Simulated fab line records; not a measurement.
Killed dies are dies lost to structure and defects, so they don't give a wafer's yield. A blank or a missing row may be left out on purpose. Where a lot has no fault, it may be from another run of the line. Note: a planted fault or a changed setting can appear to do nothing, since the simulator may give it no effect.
Which of the tools did it? || flow n5 finfet || 72 wafers from 24 lots sampled at 4 of the route's 1938 steps

## WHAT EACH GAUGE READ, for each wafer
N5_BEOL_M7_CD_MEAS_28: target cd 40 nm. Usual: 39.96 nm for cd nm, sd 0.24.
{"lot": "L074", "measured": "day 8 22:50", "on": "cd sem-01", "cd nm (nm)": "39.55 39.93 39.98", "flag": ""}
{"lot": "L075", "measured": "day 9 03:07", "on": "cd sem-03", "cd nm (nm)": "40.29 40.49 39.85", "flag": ""}
{"lot": "L076", "measured": "day 9 07:53", "on": "cd sem-02", "cd nm (nm)": "40.04 39.96 39.92", "flag": ""}
{"lot": "L078", "measured": "day 9 11:07", "on": "cd sem-02", "cd nm (nm)": "39.99 40.57 39.71", "flag": ""}
{"lot": "L077", "measured": "day 9 13:53", "on": "cd sem-03", "cd nm (nm)": "39.99 40.30 39.88", "flag": ""}
{"lot": "L079", "measured": "day 9 20:56", "on": "cd sem-03", "cd nm (nm)": "40.01 40.26 40.04", "flag": ""}
{"lot": "L080", "measured": "day 10 05:01", "on": "cd sem-02", "cd nm (nm)": "39.77 39.72 40.41", "flag": ""}
{"lot": "L081", "measured": "day 10 18:39", "on": "cd sem-01", "cd nm (nm)": "39.61 39.76 39.53", "flag": ""}
{"lot": "L082", "measured": "day 11 03:00", "on": "cd sem-02", "cd nm (nm)": "40.02 39.94 39.96", "flag": ""}
{"lot": "L083", "measured": "day 11 19:22", "on": "cd sem-03", "cd nm (nm)": "39.77 40.03 39.78", "flag": ""}
{"lot": "L085", "measured": "day 12 02:50", "on": "cd sem-02", "cd nm (nm)": "39.91 39.82 39.91", "flag": ""}
{"lot": "L084", "measured": "day 12 03:07", "on": "cd sem-03", "cd nm (nm)": "39.90 39.88 40.02", "flag": ""}
{"lot": "L086", "measured": "day 12 07:27", "on": "cd sem-03", "cd nm (nm)": "39.86 39.75 39.99", "flag": ""}
{"lot": "L088", "measured": "day 12 09:05", "on": "cd sem-02", "cd nm (nm)": "39.95 40.25 40.00", "flag": ""}
{"lot": "L087", "measured": "day 12 13:46", "on": "cd sem-03", "cd nm (nm)": "39.97 40.25 40.08", "flag": ""}
{"lot": "L089", "measured": "day 12 13:48", "on": "cd sem-01", "cd nm (nm)": "40.31 40.04 40.02", "flag": ""}
{"lot": "L090", "measured": "day 12 16:04", "on": "cd sem-01", "cd nm (nm)": "40.74 39.77 39.97", "flag": ""}
{"lot": "L091", "measured": "day 13 14:48", "on": "cd sem-03", "cd nm (nm)": "39.85 40.08 40.17", "flag": ""}
{"lot": "L094", "measured": "day 13 19:03", "on": "cd sem-03", "cd nm (nm)": "39.80 39.45 39.71", "flag": ""}
{"lot": "L092", "measured": "day 13 19:12", "on": "cd sem-01", "cd nm (nm)": "39.80 39.80 39.93", "flag": ""}
{"lot": "L093", "measured": "day 13 22:53", "on": "cd sem-03", "cd nm (nm)": "39.94 40.13 39.83", "flag": ""}
{"lot": "L096", "measured": "day 14 18:47", "on": "cd sem-01", "cd nm (nm)": "40.12 39.87 39.79", "flag": ""}
{"lot": "L095", "measured": "day 14 19:04", "on": "cd sem-01", "cd nm (nm)": "39.88 40.36 39.57", "flag": ""}
{"lot": "L097", "measured": "day 14 19:25", "on": "cd sem-01", "cd nm (nm)": "39.78 39.65 40.34", "flag": ""}

N5_BEOL_M7_RS_MEAS_57: measurement is done with a four-point probe. Usual: M7_RS typically reads 0.289 ohm/sq, with standard deviation 0.0097.
{"lot": "L074", "measured": "day 9 02:03", "on": "film metro-02", "M7_RS (ohm/sq)": "0.277 0.283 0.281", "flag": ""}
{"lot": "L075", "measured": "day 9 06:37", "on": "film metro-01", "M7_RS (ohm/sq)": "0.302 0.290 0.298", "flag": ""}
{"lot": "L076", "measured": "day 9 11:58", "on": "film metro-01", "M7_RS (ohm/sq)": "0.284 0.291 0.277", "flag": ""}
{"lot": "L078", "measured": "day 9 16:25", "on": "film metro-01", "M7_RS (ohm/sq)": "0.296 0.278 0.290", "flag": ""}
{"lot": "L077", "measured": "day 9 18:01", "on": "film metro-02", "M7_RS (ohm/sq)": "0.281 0.276 0.274", "flag": ""}
{"lot": "L079", "measured": "day 9 23:40", "on": "film metro-02", "M7_RS (ohm/sq)": "0.280 0.283 0.279", "flag": ""}
{"lot": "L080", "measured": "day 10 09:19", "on": "film metro-01", "M7_RS (ohm/sq)": "0.298 0.289 0.290", "flag": ""}
{"lot": "L081", "measured": "day 10 21:49", "on": "film metro-01", "M7_RS (ohm/sq)": "0.298 0.303 0.303", "flag": ""}
{"lot": "L082", "measured": "day 11 08:04", "on": "film metro-02", "M7_RS (ohm/sq)": "0.292 0.308 0.290", "flag": ""}
{"lot": "L083", "measured": "day 11 23:47", "on": "film metro-01", "M7_RS (ohm/sq)": "0.290 0.296 0.285", "flag": ""}
{"lot": "L085", "measured": "day 12 06:02", "on": "film metro-02", "M7_RS (ohm/sq)": "0.288 0.285 0.305", "flag": ""}
{"lot": "L084", "measured": "day 12 06:17", "on": "film metro-02", "M7_RS (ohm/sq)": "0.291 0.287 0.299", "flag": ""}
{"lot": "L086", "measured": "day 12 10:38", "on": "film metro-01", "M7_RS (ohm/sq)": "0.287 0.278 0.299", "flag": ""}
{"lot": "L088", "measured": "day 12 13:03", "on": "film metro-01", "M7_RS (ohm/sq)": "0.304 0.286 0.280", "flag": ""}
{"lot": "L087", "measured": "day 12 16:32", "on": "film metro-01", "M7_RS (ohm/sq)": "0.308 0.288 0.283", "flag": ""}
{"lot": "L089", "measured": "day 12 16:37", "on": "film metro-02", "M7_RS (ohm/sq)": "0.279 0.297 0.286", "flag": ""}
{"lot": "L090", "measured": "day 12 21:11", "on": "film metro-01", "M7_RS (ohm/sq)": "0.288 0.298 0.277", "flag": ""}
{"lot": "L091", "measured": "day 13 18:44", "on": "film metro-01", "M7_RS (ohm/sq)": "0.290 0.285 0.290", "flag": ""}
{"lot": "L094", "measured": "day 14 00:08", "on": "film metro-01", "M7_RS (ohm/sq)": "0.293 0.290 0.286", "flag": ""}
{"lot": "L092", "measured": "day 14 00:19", "on": "film metro-02", "M7_RS (ohm/sq)": "0.284 0.264 0.268", "flag": ""}
{"lot": "L093", "measured": "day 14 02:23", "on": "film metro-01", "M7_RS (ohm/sq)": "0.299 0.278 0.292", "flag": ""}
{"lot": "L096", "measured": "day 14 21:28", "on": "film metro-01", "M7_RS (ohm/sq)": "0.287 0.292 0.296", "flag": ""}
{"lot": "L095", "measured": "day 14 22:01", "on": "film metro-01", "M7_RS (ohm/sq)": "0.293 0.285 0.265", "flag": ""}
{"lot": "L097", "measured": "day 14 22:18", "on": "film metro-02", "M7_RS (ohm/sq)": "0.283 0.305 0.275", "flag": ""}

N5_BEOL_M8_CD_MEAS_11: target cd 38.5 nm. Usual: 38.6 nm for cd nm, sd 0.65.
{"lot": "L074", "measured": "day 9 04:24", "on": "cd sem-03", "cd nm (nm)": "37.9 37.7 36.8", "flag": ""}
{"lot": "L075", "measured": "day 9 08:41", "on": "cd sem-02", "cd nm (nm)": "39.0 38.9 38.4", "flag": ""}
{"lot": "L076", "measured": "day 9 14:07", "on": "cd sem-03", "cd nm (nm)": "38.5 38.1 38.2", "flag": ""}
{"lot": "L078", "measured": "day 9 19:19", "on": "cd sem-03", "cd nm (nm)": "38.3 38.6 38.6", "flag": ""}
{"lot": "L077", "measured": "day 9 19:31", "on": "cd sem-02", "cd nm (nm)": "38.5 38.0 39.2", "flag": ""}
{"lot": "L079", "measured": "day 10 01:48", "on": "cd sem-02", "cd nm (nm)": "38.5 38.9 38.9", "flag": ""}
{"lot": "L080", "measured": "day 10 12:55", "on": "cd sem-02", "cd nm (nm)": "37.6 38.2 37.5", "flag": ""}
{"lot": "L081", "measured": "day 10 23:09", "on": "cd sem-01", "cd nm (nm)": "39.1 38.9 39.5", "flag": ""}
{"lot": "L082", "measured": "day 11 12:14", "on": "cd sem-03", "cd nm (nm)": "39.1 39.1 38.6", "flag": ""}
{"lot": "L083", "measured": "day 12 01:17", "on": "cd sem-01", "cd nm (nm)": "37.3 38.1 37.0", "flag": ""}
{"lot": "L085", "measured": "day 12 08:25", "on": "cd sem-02", "cd nm (nm)": "38.7 39.6 39.5", "flag": ""}
{"lot": "L084", "measured": "day 12 08:40", "on": "cd sem-02", "cd nm (nm)": "39.6 38.7 38.9", "flag": ""}
{"lot": "L086", "measured": "day 12 12:10", "on": "cd sem-01", "cd nm (nm)": "39.4 38.9 38.8", "flag": ""}
{"lot": "L088", "measured": "day 12 14:59", "on": "cd sem-02", "cd nm (nm)": "37.1 37.8 38.3", "flag": ""}
{"lot": "L087", "measured": "day 12 19:34", "on": "cd sem-01", "cd nm (nm)": "39.1 39.2 39.0", "flag": ""}
{"lot": "L089", "measured": "day 12 19:44", "on": "cd sem-03", "cd nm (nm)": "39.4 39.0 38.2", "flag": ""}
{"lot": "L090", "measured": "day 13 00:23", "on": "cd sem-03", "cd nm (nm)": "38.9 38.8 38.9", "flag": ""}
{"lot": "L091", "measured": "day 13 20:42", "on": "cd sem-03", "cd nm (nm)": "38.3 39.2 38.8", "flag": ""}
{"lot": "L094", "measured": "day 14 01:28", "on": "cd sem-02", "cd nm (nm)": "39.0 38.7 40.0", "flag": ""}
{"lot": "L092", "measured": "day 14 02:16", "on": "cd sem-03", "cd nm (nm)": "37.7 39.1 38.8", "flag": ""}
{"lot": "L093", "measured": "day 14 05:44", "on": "cd sem-02", "cd nm (nm)": "39.1 38.6 38.8", "flag": ""}
{"lot": "L096", "measured": "day 14 22:53", "on": "cd sem-03", "cd nm (nm)": "38.9 39.2 38.9", "flag": ""}
{"lot": "L095", "measured": "day 14 23:08", "on": "cd sem-01", "cd nm (nm)": "38.4 37.2 37.5", "flag": ""}
{"lot": "L097", "measured": "day 15 01:14", "on": "cd sem-02", "cd nm (nm)": "39.2 39.2 39.1", "flag": ""}

## EACH LOT AND THE TOOL THAT RAN IT (in order: tool; ch and the chambers of the sampled wafers; start)
{"lot": "L074", "N5_BEOL_M7_ETCH_65": "rie diel-02 ch 1,2,3, day 8 23:06"}
{"lot": "L075", "N5_BEOL_M7_ETCH_65": "rie diel-06 ch 1,3, day 9 03:37"}
{"lot": "L076", "N5_BEOL_M7_ETCH_65": "rie diel-02 ch 0,1,3, day 9 08:04"}
{"lot": "L078", "N5_BEOL_M7_ETCH_65": "rie diel-05 ch 0,2,3, day 9 11:31"}
{"lot": "L077", "N5_BEOL_M7_ETCH_65": "rie diel-02 ch 1,2, day 9 14:03"}
{"lot": "L079", "N5_BEOL_M7_ETCH_65": "rie diel-05 ch 1,2, day 9 21:06"}
{"lot": "L080", "N5_BEOL_M7_ETCH_65": "rie diel-05 ch 0,1,3, day 10 05:57"}
{"lot": "L081", "N5_BEOL_M7_ETCH_65": "rie diel-06 ch 0,1,3, day 10 18:50"}
{"lot": "L082", "N5_BEOL_M7_ETCH_65": "rie diel-06 ch 0,3, day 11 03:20"}
{"lot": "L083", "N5_BEOL_M7_ETCH_65": "rie diel-06 ch 0,1,2, day 11 19:33"}
{"lot": "L085", "N5_BEOL_M7_ETCH_65": "rie diel-02 ch 0,2,3, day 12 03:01"}
{"lot": "L084", "N5_BEOL_M7_ETCH_65": "rie diel-02 ch 0,3, day 12 03:25"}
{"lot": "L086", "N5_BEOL_M7_ETCH_65": "rie diel-05 ch 0,1,3, day 12 07:44"}
{"lot": "L088", "N5_BEOL_M7_ETCH_65": "rie diel-02 ch 0,1,2, day 12 09:16"}
{"lot": "L087", "N5_BEOL_M7_ETCH_65": "rie diel-06 ch 0,1,3, day 12 13:56"}
{"lot": "L089", "N5_BEOL_M7_ETCH_65": "rie diel-02 ch 0,1,3, day 12 13:58"}
{"lot": "L090", "N5_BEOL_M7_ETCH_65": "rie diel-05 ch 0,1, day 12 16:29"}
{"lot": "L091", "N5_BEOL_M7_ETCH_65": "rie diel-05 ch 2,3, day 13 14:59"}
{"lot": "L094", "N5_BEOL_M7_ETCH_65": "rie diel-05 ch 2,3, day 13 19:13"}
{"lot": "L092", "N5_BEOL_M7_ETCH_65": "rie diel-06 ch 0,2, day 13 19:38"}
{"lot": "L093", "N5_BEOL_M7_ETCH_65": "rie diel-06 ch 1,2, day 13 23:03"}
{"lot": "L096", "N5_BEOL_M7_ETCH_65": "rie diel-06 ch 0,1,3, day 14 18:59"}
{"lot": "L095", "N5_BEOL_M7_ETCH_65": "rie diel-06 ch 0,1,2, day 14 19:23"}
{"lot": "L097", "N5_BEOL_M7_ETCH_65": "rie diel-06 ch 1,2,3, day 14 19:47"}
- N5_BEOL_M7_ETCH_65: etches SiARC in CF4, target depth 15.6 nm, time 26 s.

## WHAT THE TOOLS THEMSELVES READ (means of the sampled wafers that have a number; where no wafer has one, the mark that the record gives instead)
N5_BEOL_M7_ETCH_65. Usual: drypump motor current A 5.7 A, standard deviation 0.54; etch rf on time s 26.0 s, standard deviation 0.67; oes product au 0.67 a.u., standard deviation 0.079; rf vpp V 184.6 V, standard deviation 1.2; showerhead plenum p Torr 2.18 Torr, standard deviation 0.077; throttle valve pct 15.66 %, standard deviation 0.24.
{"lot": "L074", "tool": "rie diel-02", "drypump motor current A (A)": 5.4, "etch rf on time s (s)": 25.8, "oes product au (a.u.)": 0.77, "rf vpp V (V)": 185.2, "showerhead plenum p Torr (Torr)": 2.26, "throttle valve pct (%)": 15.57, "flag": ""}
{"lot": "L075", "tool": "rie diel-06", "drypump motor current A (A)": 6.5, "etch rf on time s (s)": 26.4, "oes product au (a.u.)": 0.66, "rf vpp V (V)": 185.3, "showerhead plenum p Torr (Torr)": 2.23, "throttle valve pct (%)": 15.41, "flag": ""}
{"lot": "L076", "tool": "rie diel-02", "drypump motor current A (A)": 5.5, "etch rf on time s (s)": 26.0, "oes product au (a.u.)": 0.70, "rf vpp V (V)": 185.0, "showerhead plenum p Torr (Torr)": 2.24, "throttle valve pct (%)": 15.81, "flag": ""}
{"lot": "L078", "tool": "rie diel-05", "drypump motor current A (A)": 5.6, "etch rf on time s (s)": 25.7, "oes product au (a.u.)": 0.62, "rf vpp V (V)": 184.5, "showerhead plenum p Torr (Torr)": 2.15, "throttle valve pct (%)": 15.79, "flag": ""}
{"lot": "L077", "tool": "rie diel-02", "drypump motor current A (A)": 5.5, "etch rf on time s (s)": 25.6, "oes product au (a.u.)": 0.83, "rf vpp V (V)": 185.8, "showerhead plenum p Torr (Torr)": 2.27, "throttle valve pct (%)": 15.51, "flag": ""}
{"lot": "L079", "tool": "rie diel-05", "drypump motor current A (A)": 5.2, "etch rf on time s (s)": 25.9, "oes product au (a.u.)": 0.65, "rf vpp V (V)": 184.9, "showerhead plenum p Torr (Torr)": 2.19, "throttle valve pct (%)": 15.86, "flag": ""}
{"lot": "L080", "tool": "rie diel-05", "drypump motor current A (A)": 5.8, "etch rf on time s (s)": 25.9, "oes product au (a.u.)": 0.65, "rf vpp V (V)": 184.1, "showerhead plenum p Torr (Torr)": 2.14, "throttle valve pct (%)": 15.64, "flag": ""}
{"lot": "L081", "tool": "rie diel-06", "drypump motor current A (A)": 6.1, "etch rf on time s (s)": 26.2, "oes product au (a.u.)": 0.66, "rf vpp V (V)": 184.5, "showerhead plenum p Torr (Torr)": 2.17, "throttle valve pct (%)": 15.48, "flag": ""}
{"lot": "L082", "tool": "rie diel-06", "drypump motor current A (A)": 5.6, "etch rf on time s (s)": 26.2, "oes product au (a.u.)": 0.62, "rf vpp V (V)": 183.9, "showerhead plenum p Torr (Torr)": 2.10, "throttle valve pct (%)": 15.62, "flag": ""}
{"lot": "L083", "tool": "rie diel-06", "drypump motor current A (A)": 5.9, "etch rf on time s (s)": 26.0, "oes product au (a.u.)": 0.70, "rf vpp V (V)": 184.2, "showerhead plenum p Torr (Torr)": 2.13, "throttle valve pct (%)": 15.50, "flag": ""}
{"lot": "L085", "tool": "rie diel-02", "drypump motor current A (A)": 5.2, "etch rf on time s (s)": 25.9, "oes product au (a.u.)": 0.67, "rf vpp V (V)": 184.4, "showerhead plenum p Torr (Torr)": 2.24, "throttle valve pct (%)": 15.74, "flag": ""}
{"lot": "L084", "tool": "rie diel-02", "drypump motor current A (A)": 5.3, "etch rf on time s (s)": 26.3, "oes product au (a.u.)": 0.61, "rf vpp V (V)": 184.0, "showerhead plenum p Torr (Torr)": 2.21, "throttle valve pct (%)": 15.98, "flag": ""}
{"lot": "L086", "tool": "rie diel-05", "drypump motor current A (A)": 5.8, "etch rf on time s (s)": 26.1, "oes product au (a.u.)": 0.63, "rf vpp V (V)": 183.1, "showerhead plenum p Torr (Torr)": 2.13, "throttle valve pct (%)": 15.68, "flag": ""}
{"lot": "L088", "tool": "rie diel-02", "drypump motor current A (A)": 5.3, "etch rf on time s (s)": 25.9, "oes product au (a.u.)": 0.72, "rf vpp V (V)": 185.2, "showerhead plenum p Torr (Torr)": 2.25, "throttle valve pct (%)": 15.66, "flag": ""}
{"lot": "L087", "tool": "rie diel-06", "drypump motor current A (A)": 6.1, "etch rf on time s (s)": 26.5, "oes product au (a.u.)": 0.64, "rf vpp V (V)": 185.3, "showerhead plenum p Torr (Torr)": 2.17, "throttle valve pct (%)": 15.51, "flag": ""}
{"lot": "L089", "tool": "rie diel-02", "drypump motor current A (A)": 5.4, "etch rf on time s (s)": 25.8, "oes product au (a.u.)": 0.68, "rf vpp V (V)": 185.2, "showerhead plenum p Torr (Torr)": 2.23, "throttle valve pct (%)": 15.86, "flag": ""}
{"lot": "L090", "tool": "rie diel-05", "drypump motor current A (A)": 6.0, "etch rf on time s (s)": 25.4, "oes product au (a.u.)": 0.64, "rf vpp V (V)": 183.8, "showerhead plenum p Torr (Torr)": 2.07, "throttle valve pct (%)": 15.81, "flag": ""}
{"lot": "L091", "tool": "rie diel-05", "drypump motor current A (A)": 5.2, "etch rf on time s (s)": 26.2, "oes product au (a.u.)": 0.60, "rf vpp V (V)": 185.3, "showerhead plenum p Torr (Torr)": 2.20, "throttle valve pct (%)": 15.88, "flag": ""}
{"lot": "L094", "tool": "rie diel-05", "drypump motor current A (A)": 5.4, "etch rf on time s (s)": 26.4, "oes product au (a.u.)": 0.60, "rf vpp V (V)": 185.5, "showerhead plenum p Torr (Torr)": 2.20, "throttle valve pct (%)": 15.69, "flag": ""}
{"lot": "L092", "tool": "rie diel-06", "drypump motor current A (A)": 5.6, "etch rf on time s (s)": 25.2, "oes product au (a.u.)": 0.72, "rf vpp V (V)": 183.3, "showerhead plenum p Torr (Torr)": 2.08, "throttle valve pct (%)": 15.60, "flag": ""}
{"lot": "L093", "tool": "rie diel-06", "drypump motor current A (A)": 6.4, "etch rf on time s (s)": 26.2, "oes product au (a.u.)": 0.72, "rf vpp V (V)": 185.6, "showerhead plenum p Torr (Torr)": 2.20, "throttle valve pct (%)": 15.40, "flag": ""}
{"lot": "L096", "tool": "rie diel-06", "drypump motor current A (A)": 6.1, "etch rf on time s (s)": 26.6, "oes product au (a.u.)": 0.63, "rf vpp V (V)": 184.7, "showerhead plenum p Torr (Torr)": 2.16, "throttle valve pct (%)": 15.54, "flag": ""}
{"lot": "L095", "tool": "rie diel-06", "drypump motor current A (A)": 5.9, "etch rf on time s (s)": 25.7, "oes product au (a.u.)": 0.69, "rf vpp V (V)": 184.0, "showerhead plenum p Torr (Torr)": 2.13, "throttle valve pct (%)": 15.54, "flag": ""}
{"lot": "L097", "tool": "rie diel-06", "drypump motor current A (A)": 6.3, "etch rf on time s (s)": 26.0, "oes product au (a.u.)": 0.68, "rf vpp V (V)": 184.3, "showerhead plenum p Torr (Torr)": 2.19, "throttle valve pct (%)": 15.48, "flag": ""}

## THE ANSWER, worked out from the rows above alone
Rule: lot off if the mean of its wafers having a number is beyond 3 standard deviations from the usual mean. Also off: a lot with no number at a reading for which 4 or more lots have one. All remaining lots with rows at the step are treated as sound. The gauges are gone through in route order, then the tools' own readings, and for those a lot's mean is taken as printed above. The first step at which some lot is off is used, and at that step the reading that is off furthest; a lot without a number counts as furthest.
None of the lots is off at any reading shown; this tells nothing.

## WHAT HAD BEEN PUT IN BY THE SIMULATOR
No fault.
